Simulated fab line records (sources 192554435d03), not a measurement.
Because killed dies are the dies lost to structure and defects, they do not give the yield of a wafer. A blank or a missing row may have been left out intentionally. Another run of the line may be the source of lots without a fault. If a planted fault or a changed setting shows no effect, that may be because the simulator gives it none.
A lot that was struck, set against a sound lot / flow n5_finfet / 31 steps out of a route of 1938
Sound: wafers L722.1, L722.3, L722.4. Struck: wafers L728.1, L728.3, L728.4. The cause is named last.
Each step with rows lists, per side, the tool, then ch with its chambers, then its first start. Under that, the readings that differ: sound wafers / struck wafers / difference of the means / sigmas: that difference in standard deviations of wafers without a fault.
alike: same words and numbers on both sides, and readings whose means sit less than 2 such deviations apart. not compared: any withheld reading, any reading some wafer has no value for, any bound like >300 that may hide the same value, and any number with overlapping values for which the record gives no deviation.
The two part at a step that has a row with sigmas, a row that says differs or no value, or rows on one side only. Numbers that don't overlap but have no deviation are shown without sigmas and don't part them. A reading missing from all wafers of one side parts the sides only when that side holds two or more wafers.

first, 2 steps without rows for these wafers: N5_BEOL_M10_ECD_50 (material Cu, target thk 318 nm); N5_BEOL_M10_ANNEAL_51 (time 90 s).
N5_BEOL_M10_CMP_52: polishes, stops on SiCOH lowk, t overpolish 7 s, target thk 140 nm.
  sound on cmp-01 ch 0,1,2, day 10 19:14; struck on cmp-03 ch 0,1,2, day 13 07:59
  alike: barrier_field_endpoint_s, motor_current_A, overpolish_run_s, time_to_endpoint_s
N5_BEOL_M10_THK_MEAS_53: measures by xrf.
  sound: film_metro-01 at day 10 19:32; struck: film_metro-02 at day 13 08:17
reading=M10_THK (nm); sound=135 132 139; struck=139 143 143; difference=+6; sigmas=+2
then, 1 step without rows for these wafers: N5_BEOL_M10_PRE_CLEAN_55 (time 15 s).
N5_BEOL_M10_DEP_56: deposits SiCN from 3MS/NH3, target thk 15 nm, time 26.5 s.
  sound on pecvd-01 ch 0,1,2, day 10 19:35; struck on pecvd-01 ch 0,1,2, day 13 08:20
  alike: chamber_pressure_Torr, rf_fwd_power_W, showerhead_plenum_p_Torr, throttle_valve_pct
N5_BEOL_M10_RS_MEAS_57: a four-point-probe measurement.
  sound: film_metro-01 at day 10 19:40; struck: film_metro-02 at day 13 08:25
  alike: M10_RS
then, 1 step without rows for these wafers: N5_BEOL_M11_ILD_DEP_00 (deposits SiCOH lowk from DEMS/porogen, target thk 308.51 nm, time 58 s).
N5_BEOL_M11_CURE_71: cures SiCOH lowk, time 240 s.
  sound on uv_cure-01 ch 0, day 10 20:00; struck on uv_cure-02 ch 1, day 13 08:34
reading=wafer_temp_C_max; sound=386.0 386.4 386.1; struck=387.3 387.9 388.3; difference=+1.7; sigmas=+2
  alike: lamp_power_pct
N5_BEOL_M11_THK_MEAS_01:
  sound: film_metro-02 at day 10 20:31; struck: film_metro-02 at day 13 09:04
  alike: M11_ILD_THK
then, 1 step without rows for these wafers: N5_BEOL_M11_PECVD_70 (deposits SiO2 from TEOS/O2, target thk 20 nm, time 22.7 s).
N5_BEOL_M11_HM_DEP_02: deposits TiN, target thk 20 nm.
  sound: pvd_sputter-03 at day 10 20:50; struck: pvd_sputter-02 at day 13 09:48
  no value came back on the struck wafers for chamber_pressure_pa (Pa), substrate_temp_c (C), throttle_valve_pct (%); on the sound wafers chamber_pressure_pa (Pa) reads 0.5000 0.4996 0.5005
then, 8 steps without rows for these wafers: N5_BEOL_M11_COAT_59 (time 60 s, resist thk 100 nm); N5_BEOL_M11_COAT_60 (time 60 s, resist thk 30 nm); N5_BEOL_M11_COAT_05 (resist thk 90 nm); N5_BEOL_M11_EBR_07; N5_BEOL_M11_SOFTBAKE_06 (time 60 s); N5_BEOL_M11_EXPOSE_08 (exposes mask M11); N5_BEOL_M11_PEB_09 (peb time 60 s); N5_BEOL_M11_DEVELOP_10 (develop time 30 s).
N5_BEOL_M11_CD_MEAS_11 targets a cd of 64.1 nm.
  sound on cd_sem-03 ch 0, day 10 21:13; struck on cd_sem-02 ch 0, day 13 10:17
  alike: cd_nm
N5_BEOL_M11_OVL_MEAS_12:
  sound on overlay-01 ch 0, day 10 21:15; struck on overlay-02 ch 0, day 13 10:19
  alike: M11_OVL
N5_BEOL_M11_DESCUM_16: chemistry O2, time 7.9 s.
  sound on rie_diel-06 ch 0,1,2, day 10 21:19; struck on rie_diel-06 ch 0,1, day 13 10:23
  alike: chamber_pressure_mTorr, drypump_motor_current_A, oes_product_au, rf_fwd_power_W, rf_vpp_V, showerhead_plenum_p_Torr, temp_c, throttle_valve_pct
  not compared: rf_hours_counter_h
then, 4 steps without rows for these wafers: N5_BEOL_M11_ETCH_61 (etches SiARC in CF4, target depth 39 nm, time 65 s); N5_BEOL_M11_ETCH_62 (etches SOC in N2/H2, target depth 110 nm, overetch 22 nm, time 165 s); N5_BEOL_M11_STRIP_68 (strips in N2/H2); N5_BEOL_M11_STRIP_67 (strips in CF4).
N5_BEOL_M11_HM_OPEN_17: chemistry Cl2/BCl3, target TiN, target depth 20 nm, overetch 6 nm.
  sound on rie_metal-01 ch 0,1, day 10 21:35; struck on rie_metal-02 ch 0,1, day 13 10:39
reading=oes_product_au (a.u.); sound=0.53 0.82 0.53; struck=0.29 0.30 0.24; difference=-0.35; sigmas=-4
reading=throttle_valve_pct (%); sound=22.20 21.87 22.21; struck=22.72 22.74 22.82; difference=+0.67; sigmas=+5
reading=model.etch.depth_nm (nm); sound=19.84 20.11 19.77; struck=0 0 0; difference=-20; sigmas=
  alike: chamber_pressure_mTorr, drypump_motor_current_A, mfc_cl2_sccm, rf_fwd_power_W
  not compared: rf_hours_counter_h
N5_BEOL_M11_STRIP_19: strips in O2.
  sound on rie_diel-04 ch 1,2,3, day 10 21:55; struck on rie_diel-02 ch 1,2,3, day 13 10:46
reading=oes_product_au (a.u.); sound=0.84 0.73 0.71; struck=1.00 0.91 0.90; difference=+0.18; sigmas=+2
reading=rf_hours_counter_h (h); sound=54 174 224; struck=1 15 34; difference=-134; sigmas=
  alike: chamber_pressure_mTorr, drypump_motor_current_A, rf_vpp_V, showerhead_plenum_p_Torr, temp_c, throttle_valve_pct
N5_BEOL_M11_CD_MEAS_18: pitch 140 nm, target cd 70 nm.
  sound: cd_sem-03 at day 10 21:59; struck: cd_sem-01 at day 13 10:50
reading=cd_nm (nm); sound=69.8 69.4 70.0; struck=- - -; difference=no value on the struck wafers; sigmas=
then, 1 step without rows for these wafers: N5_BEOL_M11_COAT_63 (time 60 s, resist thk 100 nm).

WHERE THEY PART
At N5_BEOL_M10_THK_MEAS_53 first; at N5_BEOL_M11_CD_MEAS_18 last (within this record only).

WHY: the cause the simulator had injected
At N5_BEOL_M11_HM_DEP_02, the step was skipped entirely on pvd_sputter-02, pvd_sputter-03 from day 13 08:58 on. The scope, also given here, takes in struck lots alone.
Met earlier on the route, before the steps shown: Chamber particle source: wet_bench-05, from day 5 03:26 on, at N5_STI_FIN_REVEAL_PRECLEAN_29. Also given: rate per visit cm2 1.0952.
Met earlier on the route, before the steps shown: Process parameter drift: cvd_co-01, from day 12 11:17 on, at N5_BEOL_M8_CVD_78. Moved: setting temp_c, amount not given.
